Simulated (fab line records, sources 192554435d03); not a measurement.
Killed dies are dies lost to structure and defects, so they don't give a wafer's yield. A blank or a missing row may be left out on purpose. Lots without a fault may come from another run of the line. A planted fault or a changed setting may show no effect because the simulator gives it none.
Split-lot experiment | flow n5_finfet | 7 lots, 39 wafers read, on a route of 1938 steps

THE SPLIT
At N5_PMOS_HMC_CHANNEL_EPI_HM_DEP_34 (deposits SiO2 from TEOS/O2, target thk 36 nm, time 6.9 s), the setting time_s was moved away from the recipe's 6.9 s on 9 of the 39 wafers read, by +21.3% to +46.2%. The other wafers ran this setting at the recipe's value.

The reading is taken at the split's own step.

THE READING
SiO2_of_PMOS_HMC_CHANNEL_EPI_HM_DEP_34.thk_nm (the simulator's own value, which no gauge read), in nm, at N5_PMOS_HMC_CHANNEL_EPI_HM_DEP_34 (deposits SiO2 from TEOS/O2, target thk 36 nm, time 6.9 s). The file gives no usual value for it. The 30 wafers here that ran the recipe average 35.96 nm, standard deviation 0.47 nm.

wafer  | tool, chamber at the split | time_s as run, s | against the recipe | SiO2_of_PMOS_HMC_CHANNEL_EPI_HM_DEP_34.thk_nm, nm | against lot-mates on the recipe
L074.1 | pecvd-02, 0                | 6.9              | recipe             | 35.55                                             | -
L074.2 | pecvd-02, 1,2              | 10.09            | +46.2%             | 51.75                                             | +15.95
L074.5 | pecvd-02, 1,2              | 10.09            | +46.2%             | 51.75                                             | +15.95
L074.3 | pecvd-02, 2                | 6.9              | recipe             | 35.65                                             | -
L074.4 | pecvd-02, 1                | 10.09            | +46.2%             | 52.38                                             | +16.58
L074.6 | pecvd-02, 0                | 6.9              | recipe             | 36.2                                              | -
L075.1 | pecvd-04, 1                | 6.9              | recipe             | 35.23                                             | -
L075.2 | pecvd-04, 2                | 6.9              | recipe             | 35.54                                             | -
L075.3 | pecvd-04, 0                | 6.9              | recipe             | 35.52                                             | -
L075.4 | pecvd-04, 0                | 6.9              | recipe             | 36.21                                             | -
L075.5 | pecvd-04, 1                | 6.9              | recipe             | 35.86                                             | -
L075.6 | pecvd-04, 2                | 6.9              | recipe             | 36.18                                             | -
L082.1 | pecvd-04, 0                | 6.9              | recipe             | 35.66                                             | -
L082.2 | pecvd-04, 2                | 9.584            | +38.9%             | 48.73                                             | +13.22
L082.3 | pecvd-04, 1                | 6.9              | recipe             | 34.75                                             | -
L082.4 | pecvd-04, 2                | 6.9              | recipe             | 36.13                                             | -
L082.5 | pecvd-04, 0                | 9.584            | +38.9%             | 49.42                                             | +13.91
L082.6 | pecvd-04, 1                | 9.584            | +38.9%             | 49.58                                             | +14.07
L087.1 | pecvd-03, 2                | 8.37             | +21.3%             | 43.52                                             | +6.86
L087.2 | pecvd-03, 0                | 8.37             | +21.3%             | 43.72                                             | +7.06
L087.3 | pecvd-03, 1                | 6.9              | recipe             | 36.45                                             | -
L087.4 | pecvd-03, 2                | 6.9              | recipe             | 37.2                                              | -
L087.5 | pecvd-03, 0                | 6.9              | recipe             | 36.34                                             | -
L087.6 | pecvd-03, 1                | 8.37             | +21.3%             | 43.85                                             | +7.19
L088.1 | pecvd-04, 1                | 6.9              | recipe             | 35.93                                             | -
L088.2 | pecvd-04, 0                | 6.9              | recipe             | 35.69                                             | -
L088.3 | pecvd-04, 2                | 6.9              | recipe             | 35.94                                             | -
L088.4 | pecvd-04, 0                | 6.9              | recipe             | 36.73                                             | -
L088.5 | pecvd-04, 1                | 6.9              | recipe             | 36.22                                             | -
L088.6 | pecvd-04, 2                | 6.9              | recipe             | 36.35                                             | -
L089.3 | pecvd-04, 1                | 6.9              | recipe             | 35.18                                             | -
L089.4 | pecvd-04, 2                | 6.9              | recipe             | 36.03                                             | -
L089.6 | pecvd-04, 1                | 6.9              | recipe             | 35.84                                             | -
L090.1 | pecvd-03, 2                | 6.9              | recipe             | 36.2                                              | -
L090.2 | pecvd-03, 1                | 6.9              | recipe             | 35.95                                             | -
L090.3 | pecvd-03, 1                | 6.9              | recipe             | 35.82                                             | -
L090.4 | pecvd-03, 2                | 6.9              | recipe             | 36.22                                             | -
L090.5 | pecvd-03, 2                | 6.9              | recipe             | 36.37                                             | -
L090.6 | pecvd-03, 1                | 6.9              | recipe             | 35.99                                             | -
Where a row lists several chambers, the file gives one row for several wafers and doesn't say which wafer went through which chamber.

THE FIT
A straight line over all 39 wafers: SiO2_of_PMOS_HMC_CHANNEL_EPI_HM_DEP_34.thk_nm changes by +0.346 nm for each +1% of time_s; r = +1.00; the points scatter about the line by 0.46 nm.
The same after taking each lot's own level away (the mean of its wafers on the recipe; 39 wafers): +0.349 nm for each +1%; r = +1.00; scatter 0.37 nm.
On that fit, the largest move of time_s shifts the reading by 16 nm.
The lots' own levels span 35.513 to 36.663 nm, that is 2.4 times the standard deviation above.
So the lot-to-lot level changes the slope little: the two slopes agree.
Check: with one of the wafers moved furthest among these (+46.2%) left out of the fit, the line predicts +16.2 nm for it against its lot-mates. It came out at +15.9 nm against them.

THE FILE'S OWN FIT
SiO2_of_PMOS_HMC_CHANNEL_EPI_HM_DEP_34.thk_nm changes by +0.349 nm for each +1% of time_s, r = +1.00.
